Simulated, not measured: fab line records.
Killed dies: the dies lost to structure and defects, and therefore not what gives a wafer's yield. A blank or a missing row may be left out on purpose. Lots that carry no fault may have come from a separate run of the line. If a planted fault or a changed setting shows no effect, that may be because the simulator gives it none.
fab line records	flow n5-finfet	part 2 of 2: steps 21 to 30 of 30
record lots=5	wafers=15	last-day=17
route steps=1938 shown BEOL_M5@1140
lots that met no fault: taken from a fault-free run of the same line
start-h: start of the lot's first displayed wafer, in hours after the record's first day	wait-h: time in hours since the lot's previous step	" as in the row above	L1.1+2: a row that stands for several wafers	- either no value or no given start	* or withheld: withheld	< > ~ a bound
route shown NAME@n: a module of which the file shows steps, and the number in the route of the first	usual: average and standard deviation across the fault-free wafers	same: alike in all rows	chamber/n: place in a boat	sites: each site's reading	_std_site: their standard deviation	_edge_site: inner sites' mean taken away from outer sites' mean	radius-mm: for every site, how far away it sits from the centre of the wafer	mask NAME#n: copy n	behind: the most recent tool/chamber to have shaped the wafer	hold: why the lot went on hold/how many hours it stayed there/how the hold came to an end	device: which transistor (n, p or np) failed to switch	end of line: the same wafers' tests at the end of the route	where a step has no rows: the recipe by itself	killed: the dies lost at the first sort to structure and to defects; this is not the yield of the wafer	map: the dies of a wafer, with x for killed, . for not killed, _ for no die there
set.NAME: the setting the step ran with; set.NAME@STEP: the setting that earlier step ran with	model.NAME: the simulator's own value behind a step, which no gauge read
lots at selected steps of the route; one table per step, one row per wafer
services: the hour from which a tool's chamber was out of use, counted from the record's first day as start-h (under 0 if before that day), plus the number of hours and why
## steps
# step N5_BEOL_M5_TRENCH_ETCH_37
# recipe chemistry=C4F6/O2	target-depth-a=716.52	target=SiCOH_lowk	time-s=24.7	ion-energy-ev=250	pressure-mtorr=30	source-w=345	bias-w=185	Ar_flow_sccm=300	C4F6_flow_sccm=10	O2_flow_sccm=10
# usual C4F6_flow_sccm=10.003/0.029	drypump-motor-current-A=5.8/0.47	oes-product-au=0.80/0.09	rf-fwd-power-W=339.2/1.6	rf-vpp-V=664/8.7	showerhead-plenum-p-Torr=2.82/0.091	throttle-valve-pct=20.81/0.18
lot.wafer	tool	chamber	start-h	wait-h	C4F6_flow_sccm	drypump-motor-current-A	oes-product-au	rf-fwd-power-W	rf-hours-counter-h	rf-vpp-V	showerhead-plenum-p-Torr	throttle-valve-pct
L075.2	rie-diel-06	0	-	-	9.992	5.8	0.97	335.9	11	659	2.79	20.59
L075.4	"	1	"	"	10.006	6.7	0.89	338.2	49	684	3.01	20.90
L075.5	"	0	"	"	9.977	5.8	0.96	339.7	-	658	2.79	20.59
L083.1	rie-diel-06	0	-	-	9.982	5.7	0.91	338.2	33	658	2.78	20.64
L083.2	"	3	"	"	9.974	5.9	0.83	337.9	72	662	2.77	20.69
L083.6	"	3	"	"	10.016	5.9	0.83	336.8	-	660	2.77	20.68
L086.3	rie-diel-02	0	-	-	9.953	5.9	0.70	338.9	234	659	2.82	21.03
L086.4	"	1	"	"	9.994	6.1	0.93	340.7	-	658	2.80	20.86
L086.5	"	0	"	"	9.935	5.9	0.70	337.5	-	660	2.82	21.04
L093.1	rie-diel-01	0	-	-	10.002	5.7	0.71	335.8	190	677	2.95	21.18
L093.2	"	3	"	"	10.040	4.7	0.78	340.3	131	666	2.73	20.67
L093.5	"	3	"	"	9.997	4.7	0.78	341.2	-	666	2.73	20.67
L096.1	rie-diel-02	2	-	-	10.000	6.0	0.87	339.1	56	659	2.77	20.86
L096.2	"	3	"	"	9.986	5.5	0.66	340.6	247	668	2.90	20.94
L096.5	"	3	"	"	9.992	5.6	0.66	339.1	-	667	2.90	20.95
# step N5_BEOL_M5_ETCH_41
# recipe chemistry=CH3F/O2	target=SiCN	target-depth-a=315	taper-deg=2	time-s=56.7	ion-energy-ev=120	mask-material=TiN	pressure-mtorr=30	source-w=395	bias-w=75	Ar_flow_sccm=150	CH3F_flow_sccm=30	O2_flow_sccm=20
# usual drypump-motor-current-A=5.8/0.48	oes-product-au=0.80/0.089	rf-fwd-power-W=391.1/1.3	rf-vpp-V=296.9/1.6	showerhead-plenum-p-Torr=1.98/0.066	throttle-valve-pct=16.22/0.17
lot.wafer	tool	chamber	start-h	wait-h	drypump-motor-current-A	oes-product-au	rf-fwd-power-W	rf-hours-counter-h	rf-vpp-V	showerhead-plenum-p-Torr	throttle-valve-pct
L075.2	rie-diel-06	0	-	-	5.8	0.95	391.0	11	295.7	1.96	15.98
L075.4	"	1	"	"	6.6	0.86	391.8	49	299.6	2.12	16.27
L075.5	"	0	"	"	5.8	0.96	389.7	-	297.3	1.96	15.99
L083.1	rie-diel-06	0	-	-	5.8	0.91	391.0	33	296.6	1.96	16.03
L083.2	"	3	"	"	5.9	0.83	392.2	72	296.4	1.94	16.08
L083.6	"	3	"	"	5.9	0.83	391.6	-	295.5	1.94	16.09
L086.3	rie-diel-02	0	-	-	5.9	0.70	389.6	234	295.8	1.98	16.48
L086.4	"	1	"	"	6.1	0.94	391.2	-	295.5	1.97	16.19
L086.5	"	0	"	"	6.0	0.70	391.0	-	297.4	1.98	16.46
L093.1	rie-diel-01	0	-	-	5.8	0.70	389.2	190	298.4	2.08	16.58
L093.2	"	3	"	"	4.6	0.78	390.0	131	294.5	1.92	16.13
L093.5	"	3	"	"	4.7	0.78	390.8	-	295.9	1.92	16.15
L096.1	rie-diel-02	2	-	-	6.0	0.86	392.0	56	295.7	1.94	16.25
L096.2	"	3	"	"	5.6	0.66	390.2	247	298.5	2.04	16.44
L096.5	"	3	"	"	5.6	0.66	391.5	-	298.3	2.04	16.43
# step N5_BEOL_M5_STRIP_91
# recipe chemistry=N2/H2	time-s=10	power-w=450	temp-c=40	pressure-mtorr=20	rf-frequency-hz=6e+07	bias-power-w=7	n2-flow-sccm=200	h2-flow-sccm=200
# usual drypump-motor-current-A=5.8/0.47	oes-product-au=0.80/0.089	rf-vpp-V=59.0/0.82	showerhead-plenum-p-Torr=2.52/0.082	throttle-valve-pct=23.55/0.25
lot.wafer	tool	chamber	start-h	wait-h	drypump-motor-current-A	oes-product-au	rf-hours-counter-h	rf-vpp-V	showerhead-plenum-p-Torr	throttle-valve-pct
L075.2	rie-diel-06	0	-	-	5.8	0.96	11	59.1	2.49	23.15
L075.4	"	1	"	"	6.6	0.88	49	59.1	2.68	23.69
L075.5	"	0	"	"	5.8	0.96	-	58.1	2.49	23.14
L083.1	rie-diel-06	0	-	-	5.8	0.91	33	59.8	2.48	23.18
L083.2	"	3	"	"	5.9	0.83	72	58.8	2.46	23.42
L083.6	"	3	"	"	5.9	0.82	-	58.4	2.46	23.46
L086.3	rie-diel-02	0	-	-	6.0	0.70	234	58.7	2.50	23.64
L086.4	"	1	"	"	6.0	0.94	-	59.3	2.48	23.31
L086.5	"	0	"	"	5.9	0.70	-	59.6	2.50	23.64
L093.1	rie-diel-01	0	-	-	5.8	0.72	190	60.0	2.63	24.09
L093.2	"	3	"	"	4.7	0.79	131	59.6	2.45	23.45
L093.5	"	3	"	"	4.7	0.79	-	60.0	2.45	23.47
L096.1	rie-diel-02	2	-	-	6.0	0.88	56	59.0	2.47	23.57
L096.2	"	3	"	"	5.6	0.67	247	59.3	2.61	23.83
L096.5	"	3	"	"	5.6	0.67	-	58.9	2.61	23.83
# step N5_BEOL_M5_OCD_MEAS_38
# usual trench-depth-nm=71.5/1.1
lot.wafer	tool	chamber	start-h	wait-h	trench-depth-nm
L075.2	ocd-01	-	177.03	-	73.1
L075.4	"	-	"	"	72.2
L075.5	"	-	"	"	73.3
L083.1	ocd-02	-	231.73	-	72.8
L083.2	"	-	"	"	72.2
L083.6	"	-	"	"	72.5
L086.3	ocd-01	-	238.86	-	71.6
L086.4	"	-	"	"	72.5
L086.5	"	-	"	"	71.5
L093.1	ocd-01	-	301.65	-	71.1
L093.2	"	-	"	"	71.6
L093.5	"	-	"	"	70.9
L096.1	ocd-01	-	317.60	-	73.2
L096.2	"	-	"	"	69.8
L096.5	"	-	"	"	70.1
# step N5_BEOL_M5_HM_STRIP_39
# recipe chemistry=peroxide-tin-strip	material=TiN	target-depth-a=250	temp-c=50	time-s=158
lot.wafer	tool	chamber	start-h	wait-h
L075.2+4+5	wet-bench-04	2,5,7	177.06	0.0
L083.1+2+6	wet-bench-04	3,1,5	231.76	0.0
L086.3+4+5	wet-bench-04	1,2,5	238.89	0.0
L093.1+2+5	wet-bench-06	1,0,7	301.68	0.0
L096.1+2+5	wet-bench-06	6,1,5	317.63	0.0
# step N5_BEOL_M5_SRD_40
# recipe time-s=30	temp-c=23	rinse-liquid=diw	dry=ipa-marangoni
lot.wafer	tool	chamber	start-h	wait-h
L075.2+4+5	wet-bench-04	2,5,7	177.11	0.0
L083.1+2+6	wet-bench-04	3,1,5	231.81	0.0
L086.3+4+5	wet-bench-04	1,2,5	238.94	0.0
L093.1+2+5	wet-bench-06	1,0,7	301.73	0.0
L096.1+2+5	wet-bench-06	6,1,5	317.68	0.0
# step N5_BEOL_M5_PRECLEAN_42
# recipe chemistry=residue-remover	time-s=60	temp-c=40
lot.wafer	tool	chamber	start-h	wait-h
L075.2+4+5	wet-bench-04	2,5,7	177.12	0.0
L083.1+2+6	wet-bench-04	3,1,5	231.83	0.0
L086.3+4+5	wet-bench-04	1,2,5	238.95	0.0
L093.1+2+5	wet-bench-06	1,0,7	301.75	0.0
L096.1+2+5	wet-bench-06	6,1,5	317.70	0.0
# step N5_BEOL_M5_SRD_43
# recipe time-s=30	temp-c=23	rinse-liquid=diw	dry=ipa-marangoni
lot.wafer	tool	chamber	start-h	wait-h
L075.2+4+5	wet-bench-04	2,5,7	177.14	0.0
L083.1+2+6	wet-bench-04	3,1,5	231.84	0.0
L086.3+4+5	wet-bench-04	1,2,5	238.97	0.0
L093.1+2+5	wet-bench-06	1,0,7	301.76	0.0
L096.1+2+5	wet-bench-06	6,1,5	317.72	0.0
# step N5_BEOL_M5_CD_MEAS_35
# recipe target-cd-nm=28	target-cd-y-nm=24	polarity=opening
# usual cd-nm=27.93/0.28
lot.wafer	tool	chamber	start-h	wait-h	cd-nm
L075.2	cd-sem-01	-	177.18	0.0	27.97
L075.4	"	-	"	"	27.52
L075.5	"	-	"	"	28.09
L083.1	cd-sem-01	-	231.88	0.0	28.00
L083.2	"	-	"	"	27.74
L083.6	"	-	"	"	28.12
L086.3	cd-sem-02	-	239.01	0.0	28.40
L086.4	"	-	"	"	27.75
L086.5	"	-	"	"	28.29
L093.1	cd-sem-02	-	301.80	0.0	27.96
L093.2	"	-	"	"	28.30
L093.5	"	-	"	"	28.26
L096.1	cd-sem-01	-	317.76	0.0	27.98
L096.2	"	-	"	"	27.98
L096.5	"	-	"	"	28.15
# step N5_BEOL_M5_CURE_80
# recipe temp-c=370	time-s=120	ambient=DMADMS/He	material=SiCOH_lowk
# usual lamp-power-pct=52.31/0.055	wafer_temp_C_max=371.9/0.54
lot.wafer	tool	chamber	start-h	wait-h	lamp-power-pct	wafer_temp_C_max
L075.2	uv-cure-01	1	177.27	0.1	52.38	372.2
L075.4	"	1	"	"	52.40	372.3
L075.5	"	1	"	"	52.25	372.4
L083.1	uv-cure-03	0	231.93	0.0	52.29	371.9
L083.2	"	0	"	"	52.34	372.1
L083.6	"	0	"	"	52.20	372.1
L086.3	uv-cure-01	2	239.15	0.1	52.34	372.0
L086.4	"	2	"	"	52.30	371.5
L086.5	"	2	"	"	52.38	371.8
L093.1	uv-cure-03	2	301.84	0.0	52.30	372.4
L093.2	"	2	"	"	52.35	372.0
L093.5	"	2	"	"	52.27	372.7
L096.1	uv-cure-03	2	317.80	0.0	52.38	372.6
L096.2	"	2	"	"	52.23	372.0
L096.5	"	2	"	"	52.32	372.5
## services
tool	chamber	start-h	hours	kind
uv-cure-03	-	163.33	3.4	pm
uv-cure-03	-	173.90	1.1	repair
euv-scanner-01	-	176.48	4.6	pm
euv-scanner-01	-	184.31	1.0	pm
euv-scanner-02	-	185.10	9.9	repair
euv-scanner-02	-	195.01	1.0	pm
uv-cure-01	-	197.76	1.0	pm
uv-cure-01	-	213.00	2.8	pm
rie-diel-02	-	215.56	14.6	pm
rie-diel-01	-	231.04	0.4	repair
euv-scanner-01	-	240.46	1.0	pm
euv-scanner-02	-	244.08	1.0	pm
uv-cure-03	-	249.33	2.1	pm
euv-scanner-02	-	261.21	4.6	pm
rie-diel-06	-	276.05	14.6	pm
rie-diel-02	-	279.98	0.2	repair
rie-diel-02	0	283.46	-	clean
rie-diel-02	0	283.46	-	consumable-replace:focus-ring
rie-diel-02	0	283.46	27.3	scheduled-down
rie-diel-02	0	283.46	27.3	vent-cycle
euv-scanner-01	-	296.61	1.0	pm
euv-scanner-02	-	300.19	1.0	pm
rie-diel-06	2	307.59	1.2	repair
rie-diel-02	0	316.35	5.3	repair
